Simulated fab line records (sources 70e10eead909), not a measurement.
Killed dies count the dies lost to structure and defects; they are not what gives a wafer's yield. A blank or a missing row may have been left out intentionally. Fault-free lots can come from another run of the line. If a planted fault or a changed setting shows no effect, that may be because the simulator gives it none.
Which tool did it? :: flow nandHarc :: 42 wafers from 14 lots sampled at 4 of the route's 1159 steps

WHAT THE GAUGES SHOWED, per wafer
The record holds no reading of a measuring or inspecting step that can be judged against a usual standard deviation.

TOOL THAT RAN EACH LOT (tool first, then ch and the chambers of the sampled wafers, then the start)
lot: L123
NHARC_A_BLC_ETCH_16: rieDiel-06 ch 0,1,2, day 18 04:44
NHARC_A_BLC_STRIP_29: rieDiel-06 ch 0,1,2, day 18 05:41
NHARC_A_BLC_STRIP_21: rieDiel-06 ch 1,2,3, day 18 05:48
NHARC_A_BLC_PVD_32: pvdSputter-01, no start

lot: L122
NHARC_A_BLC_ETCH_16: rieDiel-09 ch 1,2,3, day 18 08:28
NHARC_A_BLC_STRIP_29: rieDiel-06 ch 1,3, day 18 09:25
NHARC_A_BLC_STRIP_21: rieDiel-06 ch 0,1,2, day 18 09:32
NHARC_A_BLC_PVD_32: pvdSputter-02, no start

lot: L126
NHARC_A_BLC_ETCH_16: rieDiel-09 ch 0,3, day 18 09:45
NHARC_A_BLC_STRIP_29: rieDiel-09 ch 0,1,2, day 18 10:44
NHARC_A_BLC_STRIP_21: rieDiel-09 ch 1,2, day 18 10:49
NHARC_A_BLC_PVD_32: pvdSputter-02, no start

lot: L127
NHARC_A_BLC_ETCH_16: rieDiel-09 ch 0,1,2, day 18 12:51
NHARC_A_BLC_STRIP_29: rieDiel-09 ch 0,1,2, day 18 13:49
NHARC_A_BLC_STRIP_21: rieDiel-09 ch 0,1,3, day 18 13:54
NHARC_A_BLC_PVD_32: pvdSputter-03, no start

lot: L129
NHARC_A_BLC_ETCH_16: rieDiel-09 ch 0,1,2, day 19 12:17
NHARC_A_BLC_STRIP_29: rieDiel-09 ch 0,2,3, day 19 13:15
NHARC_A_BLC_STRIP_21: rieDiel-09 ch 0,1,3, day 19 13:21
NHARC_A_BLC_PVD_32: pvdSputter-03, no start

lot: L128
NHARC_A_BLC_ETCH_16: rieDiel-08 ch 1,2,3, day 19 12:29
NHARC_A_BLC_STRIP_29: rieDiel-09 ch 0,3, day 19 13:42
NHARC_A_BLC_STRIP_21: rieDiel-09 ch 0,2,3, day 19 13:49
NHARC_A_BLC_PVD_32: pvdSputter-03, no start

lot: L130
NHARC_A_BLC_ETCH_16: rieDiel-06 ch 0,2, day 19 22:49
NHARC_A_BLC_STRIP_29: rieDiel-09 ch 0,1,2, day 19 23:46
NHARC_A_BLC_STRIP_21: rieDiel-09 ch 0,3, day 19 23:52
NHARC_A_BLC_PVD_32: pvdSputter-03, no start

lot: L132
NHARC_A_BLC_ETCH_16: rieDiel-06 ch 2,3, day 21 02:10
NHARC_A_BLC_STRIP_29: rieDiel-06 ch 0,3, day 21 03:07
NHARC_A_BLC_STRIP_21: rieDiel-06 ch 0,1,2, day 21 03:17
NHARC_A_BLC_PVD_32: pvdSputter-02, no start

lot: L135
NHARC_A_BLC_ETCH_16: rieDiel-06 ch 0,1, day 21 03:19
NHARC_A_BLC_STRIP_29: rieDiel-06 ch 0,1,3, day 21 04:16
NHARC_A_BLC_STRIP_21: rieDiel-06 ch 0,2, day 21 04:23
NHARC_A_BLC_PVD_32: pvdSputter-03, no start

lot: L136
NHARC_A_BLC_ETCH_16: rieDiel-09 ch 0,2, day 21 05:56
NHARC_A_BLC_STRIP_29: rieDiel-09 ch 1,2,3, day 21 06:59
NHARC_A_BLC_STRIP_21: rieDiel-09 ch 2,3, day 21 07:05
NHARC_A_BLC_PVD_32: pvdSputter-02, no start

lot: L134
NHARC_A_BLC_ETCH_16: rieDiel-09 ch 0,1,3, day 21 14:44
NHARC_A_BLC_STRIP_29: rieDiel-09 ch 2,3, day 21 15:41
NHARC_A_BLC_STRIP_21: rieDiel-09 ch 0,3, day 21 15:48
NHARC_A_BLC_PVD_32: pvdSputter-03, no start

lot: L140
NHARC_A_BLC_ETCH_16: rieDiel-09 ch 0,2,3, day 22 06:32
NHARC_A_BLC_STRIP_29: rieDiel-06 ch 0,1,2, day 22 07:31
NHARC_A_BLC_STRIP_21: rieDiel-06 ch 1,2,3, day 22 07:37
NHARC_A_BLC_PVD_32: pvdSputter-01, no start

lot: L143
NHARC_A_BLC_ETCH_16: rieDiel-09 ch 0,1,2, day 22 17:40
NHARC_A_BLC_STRIP_29: rieDiel-09 ch 1,2,3, day 22 18:37
NHARC_A_BLC_STRIP_21: rieDiel-09 ch 0,1,3, day 22 18:43
NHARC_A_BLC_PVD_32: pvdSputter-02, no start

lot: L144
NHARC_A_BLC_ETCH_16: rieDiel-08 ch 0,1, day 22 21:25
NHARC_A_BLC_STRIP_29: rieDiel-06 ch 0,1,2, day 22 22:24
NHARC_A_BLC_STRIP_21: rieDiel-06 ch 0,1, day 22 22:29
NHARC_A_BLC_PVD_32: pvdSputter-03, no start
- NHARC_A_BLC_ETCH_16: etches the open film in CF4, target depth 39 nm, time 65 s.
- NHARC_A_BLC_STRIP_29: strips in CF4.
- NHARC_A_BLC_STRIP_21: strips in O2.
- NHARC_A_BLC_PVD_32: deposits Ti, target thk 5 nm, time 17.7 s.

AS READ BY THE TOOLS THEMSELVES (means over the sampled wafers that have a number; for cases with no such wafer, the mark the record gives instead)
NHARC_A_BLC_ETCH_16.
lot: L123
tool: rieDiel-06
drypumpMotorCurrentA (A): 5.7
mfcArSccm (sccm): 0.018
oesProductAu (a.u.): 1.004
rfVppV (V): 151.5
showerheadPlenumPTorr (Torr): 1.83
throttleValvePct (%): 13.290

lot: L122
tool: rieDiel-09
drypumpMotorCurrentA (A): 5.6
mfcArSccm (sccm): 0.004
oesProductAu (a.u.): 1.006
rfVppV (V): 150.9
showerheadPlenumPTorr (Torr): 1.77
throttleValvePct (%): 13.283

lot: L126
tool: rieDiel-09
drypumpMotorCurrentA (A): 5.4
mfcArSccm (sccm): 0.002
oesProductAu (a.u.): 1.000
rfVppV (V): 150.7
showerheadPlenumPTorr (Torr): 1.77
throttleValvePct (%): 13.286

lot: L127
tool: rieDiel-09
drypumpMotorCurrentA (A): 5.6
mfcArSccm (sccm): 0.002
oesProductAu (a.u.): 0.998
rfVppV (V): 152.0
showerheadPlenumPTorr (Torr): 1.81
throttleValvePct (%): 13.285

lot: L129
tool: rieDiel-09
drypumpMotorCurrentA (A): 5.6
mfcArSccm (sccm): 0.002
oesProductAu (a.u.): 1.009
rfVppV (V): 151.3
showerheadPlenumPTorr (Torr): 1.81
throttleValvePct (%): 13.280

lot: L128
tool: rieDiel-08
drypumpMotorCurrentA (A): 5.7
mfcArSccm (sccm): 0.004
oesProductAu (a.u.): 0.996
rfVppV (V): 151.3
showerheadPlenumPTorr (Torr): 1.74
throttleValvePct (%): 13.288

lot: L130
tool: rieDiel-06
drypumpMotorCurrentA (A): 6.0
mfcArSccm (sccm): 0.030
oesProductAu (a.u.): 1.000
rfVppV (V): 152.2
showerheadPlenumPTorr (Torr): 1.85
throttleValvePct (%): 13.286

lot: L132
tool: rieDiel-06
drypumpMotorCurrentA (A): 6.4
mfcArSccm (sccm): 0.035
oesProductAu (a.u.): 0.999
rfVppV (V): 151.2
showerheadPlenumPTorr (Torr): 1.71
throttleValvePct (%): 13.285

lot: L135
tool: rieDiel-06
drypumpMotorCurrentA (A): 5.5
mfcArSccm (sccm): 0.006
oesProductAu (a.u.): 1.002
rfVppV (V): 152.1
showerheadPlenumPTorr (Torr): 1.80
throttleValvePct (%): 13.283

lot: L136
tool: rieDiel-09
drypumpMotorCurrentA (A): 5.5
mfcArSccm (sccm): 0.002
oesProductAu (a.u.): 1.001
rfVppV (V): 152.4
showerheadPlenumPTorr (Torr): 1.83
throttleValvePct (%): 13.281

lot: L134
tool: rieDiel-09
drypumpMotorCurrentA (A): 5.5
mfcArSccm (sccm): 0.002
oesProductAu (a.u.): 1.010
rfVppV (V): 150.8
showerheadPlenumPTorr (Torr): 1.75
throttleValvePct (%): 13.283

lot: L140
tool: rieDiel-09
drypumpMotorCurrentA (A): 5.5
mfcArSccm (sccm): 0.004
oesProductAu (a.u.): 0.894
rfVppV (V): 152.0
showerheadPlenumPTorr (Torr): 1.78
throttleValvePct (%): 13.283

lot: L143
tool: rieDiel-09
drypumpMotorCurrentA (A): 5.6
mfcArSccm (sccm): 0.002
oesProductAu (a.u.): 0.951
rfVppV (V): 150.9
showerheadPlenumPTorr (Torr): 1.81
throttleValvePct (%): 13.285

lot: L144
tool: rieDiel-08
drypumpMotorCurrentA (A): 5.7
mfcArSccm (sccm): 0.002
oesProductAu (a.u.): 1.005
rfVppV (V): 151.2
showerheadPlenumPTorr (Torr): 1.73
throttleValvePct (%): 13.287

NHARC_A_BLC_STRIP_29.
lot: L123
tool: rieDiel-06
drypumpMotorCurrentA (A): 5.7
mfcArSccm (sccm): 0.018
oesProductAu (a.u.): 1.004
rfVppV (V): 59.3
showerheadPlenumPTorr (Torr): 1.83
throttleValvePct (%): 13.282

lot: L122
tool: rieDiel-06
drypumpMotorCurrentA (A): 6.1
mfcArSccm (sccm): 0.023
oesProductAu (a.u.): 1.005
rfVppV (V): 59.0
showerheadPlenumPTorr (Torr): 1.70
throttleValvePct (%): 13.286

lot: L126
tool: rieDiel-09
drypumpMotorCurrentA (A): 5.6
mfcArSccm (sccm): 0.002
oesProductAu (a.u.): 1.003
rfVppV (V): 59.3
showerheadPlenumPTorr (Torr): 1.81
throttleValvePct (%): 13.278

lot: L127
tool: rieDiel-09
drypumpMotorCurrentA (A): 5.6
mfcArSccm (sccm): 0.002
oesProductAu (a.u.): 1.011
rfVppV (V): 59.3
showerheadPlenumPTorr (Torr): 1.81
throttleValvePct (%): 13.278

lot: L129
tool: rieDiel-09
drypumpMotorCurrentA (A): 5.6
mfcArSccm (sccm): 0.004
oesProductAu (a.u.): 1.007
rfVppV (V): 59.2
showerheadPlenumPTorr (Torr): 1.79
throttleValvePct (%): 13.285

lot: L128
tool: rieDiel-09
drypumpMotorCurrentA (A): 5.4
mfcArSccm (sccm): 0.002
oesProductAu (a.u.): 0.995
rfVppV (V): 59.5
showerheadPlenumPTorr (Torr): 1.77
throttleValvePct (%): 13.283

lot: L130
tool: rieDiel-09
drypumpMotorCurrentA (A): 5.6
mfcArSccm (sccm): 0.002
oesProductAu (a.u.): 1.010
rfVppV (V): 59.4
showerheadPlenumPTorr (Torr): 1.81
throttleValvePct (%): 13.286

lot: L132
tool: rieDiel-06
drypumpMotorCurrentA (A): 6.0
mfcArSccm (sccm): 0.020
oesProductAu (a.u.): 1.005
rfVppV (V): 58.7
showerheadPlenumPTorr (Torr): 1.72
throttleValvePct (%): 13.286

lot: L135
tool: rieDiel-06
drypumpMotorCurrentA (A): 5.8
mfcArSccm (sccm): 0.013
oesProductAu (a.u.): 1.004
rfVppV (V): 59.5
showerheadPlenumPTorr (Torr): 1.76
throttleValvePct (%): 13.278

lot: L136
tool: rieDiel-09
drypumpMotorCurrentA (A): 5.6
mfcArSccm (sccm): 0.004
oesProductAu (a.u.): 1.012
rfVppV (V): 59.6
showerheadPlenumPTorr (Torr): 1.76
throttleValvePct (%): 13.280

lot: L134
tool: rieDiel-09
drypumpMotorCurrentA (A): 5.6
mfcArSccm (sccm): 0.006
oesProductAu (a.u.): 1.001
rfVppV (V): 59.0
showerheadPlenumPTorr (Torr): 1.74
throttleValvePct (%): 13.282

lot: L140
tool: rieDiel-06
drypumpMotorCurrentA (A): 5.7
mfcArSccm (sccm): 0.018
oesProductAu (a.u.): 1.005
rfVppV (V): 60.1
showerheadPlenumPTorr (Torr): 1.82
throttleValvePct (%): 13.279

lot: L143
tool: rieDiel-09
drypumpMotorCurrentA (A): 5.6
mfcArSccm (sccm): 0.004
oesProductAu (a.u.): 1.005
rfVppV (V): 60.1
showerheadPlenumPTorr (Torr): 1.76
throttleValvePct (%): 13.282

lot: L144
tool: rieDiel-06
drypumpMotorCurrentA (A): 5.7
mfcArSccm (sccm): 0.018
oesProductAu (a.u.): 1.005
rfVppV (V): 60.1
showerheadPlenumPTorr (Torr): 1.82
throttleValvePct (%): 13.278

NHARC_A_BLC_STRIP_21.
lot: L123
tool: rieDiel-06
drypumpMotorCurrentA (A): 6.1
mfcArSccm (sccm): 0.028
oesProductAu (a.u.): 1.005
rfVppV (V): 58.1
showerheadPlenumPTorr (Torr): 3.50
throttleValvePct (%): 17.042

lot: L122
tool: rieDiel-06
drypumpMotorCurrentA (A): 5.7
mfcArSccm (sccm): 0.018
oesProductAu (a.u.): 1.004
rfVppV (V): 57.7
showerheadPlenumPTorr (Torr): 3.64
throttleValvePct (%): 17.032

lot: L126
tool: rieDiel-09
drypumpMotorCurrentA (A): 5.7
mfcArSccm (sccm): 0.003
oesProductAu (a.u.): 1.002
rfVppV (V): 58.1
showerheadPlenumPTorr (Torr): 3.65
throttleValvePct (%): 17.040

lot: L127
tool: rieDiel-09
drypumpMotorCurrentA (A): 5.5
mfcArSccm (sccm): 0.002
oesProductAu (a.u.): 1.012
rfVppV (V): 56.5
showerheadPlenumPTorr (Torr): 3.49
throttleValvePct (%): 17.034

lot: L129
tool: rieDiel-09
drypumpMotorCurrentA (A): 5.5
mfcArSccm (sccm): 0.002
oesProductAu (a.u.): 1.009
rfVppV (V): 57.6
showerheadPlenumPTorr (Torr): 3.48
throttleValvePct (%): 17.036

lot: L128
tool: rieDiel-09
drypumpMotorCurrentA (A): 5.6
mfcArSccm (sccm): 0.004
oesProductAu (a.u.): 1.010
rfVppV (V): 57.3
showerheadPlenumPTorr (Torr): 3.56
throttleValvePct (%): 17.039

lot: L130
tool: rieDiel-09
drypumpMotorCurrentA (A): 5.5
mfcArSccm (sccm): 0.005
oesProductAu (a.u.): 1.005
rfVppV (V): 57.5
showerheadPlenumPTorr (Torr): 3.43
throttleValvePct (%): 17.037

lot: L132
tool: rieDiel-06
drypumpMotorCurrentA (A): 5.7
mfcArSccm (sccm): 0.018
oesProductAu (a.u.): 0.998
rfVppV (V): 57.7
showerheadPlenumPTorr (Torr): 3.64
throttleValvePct (%): 17.042

lot: L135
tool: rieDiel-06
drypumpMotorCurrentA (A): 5.6
mfcArSccm (sccm): 0.015
oesProductAu (a.u.): 0.999
rfVppV (V): 57.8
showerheadPlenumPTorr (Torr): 3.70
throttleValvePct (%): 17.037

lot: L136
tool: rieDiel-09
drypumpMotorCurrentA (A): 5.6
mfcArSccm (sccm): 0.006
oesProductAu (a.u.): 1.005
rfVppV (V): 56.7
showerheadPlenumPTorr (Torr): 3.47
throttleValvePct (%): 17.032

lot: L134
tool: rieDiel-09
drypumpMotorCurrentA (A): 5.4
mfcArSccm (sccm): 0.002
oesProductAu (a.u.): 0.998
rfVppV (V): 58.7
showerheadPlenumPTorr (Torr): 3.53
throttleValvePct (%): 17.040

lot: L140
tool: rieDiel-06
drypumpMotorCurrentA (A): 6.1
mfcArSccm (sccm): 0.028
oesProductAu (a.u.): 0.998
rfVppV (V): 57.8
showerheadPlenumPTorr (Torr): 3.50
throttleValvePct (%): 17.041

lot: L143
tool: rieDiel-09
drypumpMotorCurrentA (A): 5.5
mfcArSccm (sccm): 0.002
oesProductAu (a.u.): 0.996
rfVppV (V): 57.4
showerheadPlenumPTorr (Torr): 3.48
throttleValvePct (%): 17.032

lot: L144
tool: rieDiel-06
drypumpMotorCurrentA (A): 5.4
mfcArSccm (sccm): 0.003
oesProductAu (a.u.): 1.005
rfVppV (V): 58.6
showerheadPlenumPTorr (Torr): 3.66
throttleValvePct (%): 17.026

NHARC_A_BLC_PVD_32.
lot: L123
tool: pvdSputter-01
throttleValvePct (%): 30.1

lot: L122
tool: pvdSputter-02
throttleValvePct (%): 31.1

lot: L126
tool: pvdSputter-02
throttleValvePct (%): 30.0

lot: L127
tool: pvdSputter-03
throttleValvePct (%): 30.5

lot: L129
tool: pvdSputter-03
throttleValvePct (%): 29.6

lot: L128
tool: pvdSputter-03
throttleValvePct (%): 29.2

lot: L130
tool: pvdSputter-03
throttleValvePct (%): 30.3

lot: L132
tool: pvdSputter-02
throttleValvePct (%): 28.9

lot: L135
tool: pvdSputter-03
throttleValvePct (%): 29.8

lot: L136
tool: pvdSputter-02
throttleValvePct (%): 31.2

lot: L134
tool: pvdSputter-03
throttleValvePct (%): 30.0

lot: L140
tool: pvdSputter-01
throttleValvePct (%): 30.4

lot: L143
tool: pvdSputter-02
throttleValvePct (%): 30.0

lot: L144
tool: pvdSputter-03
throttleValvePct (%): 31.2

THE ANSWER, worked out from the rows above alone
Rule: the lots themselves supply what counts as usual. Put in order of their means at a reading, lots are off if they are a third of the lots or fewer, leave a main group of 4 or more, and stand apart from it by a gap of 3 or more times the standard deviation of the main group's means; of several such gaps the widest counts. A main group is skipped when, at the precision printed for the reading in the tables above, its means are all equal. A lot without any number at a reading at which 4 lots or more have one is off too. Where the step has rows for the other lots, those lots are counted as sound. After the gauges, taken in route order, come the tools' own readings; for these a lot's mean is taken, as printed above. At the first step where some lot is off, the reading lying furthest off is the one used; lots without a number count as furthest.
Off at NHARC_A_BLC_ETCH_16 (oesProductAu): L140, L143. The main group has a mean of 1.002 a.u. with a standard deviation of 0.0042.
If a tool, at that step or one of the process steps before it, ran each lot that is off and ran no sound lot following the first of them, it fits. One fits: NHARC_A_BLC_ETCH_16 on rieDiel-09. Its last sound lot is L134 (day 21 14:44), its first lot that is off L140 (day 22 06:32): a fault that began between those two fits.
The tool's own readings at NHARC_A_BLC_ETCH_16 bear it out: on the lots that are off they differ by more than 5 times the standard deviation of the sound lots' means. oesProductAu reads 0.922 a.u. there against 1.002 a.u. on the sound lots.

WHAT WAS PUT IN BY THE SIMULATOR
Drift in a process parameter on rieDiel-09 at NHARC_A_BLC_ETCH_16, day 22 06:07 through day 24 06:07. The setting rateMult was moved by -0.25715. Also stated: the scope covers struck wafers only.
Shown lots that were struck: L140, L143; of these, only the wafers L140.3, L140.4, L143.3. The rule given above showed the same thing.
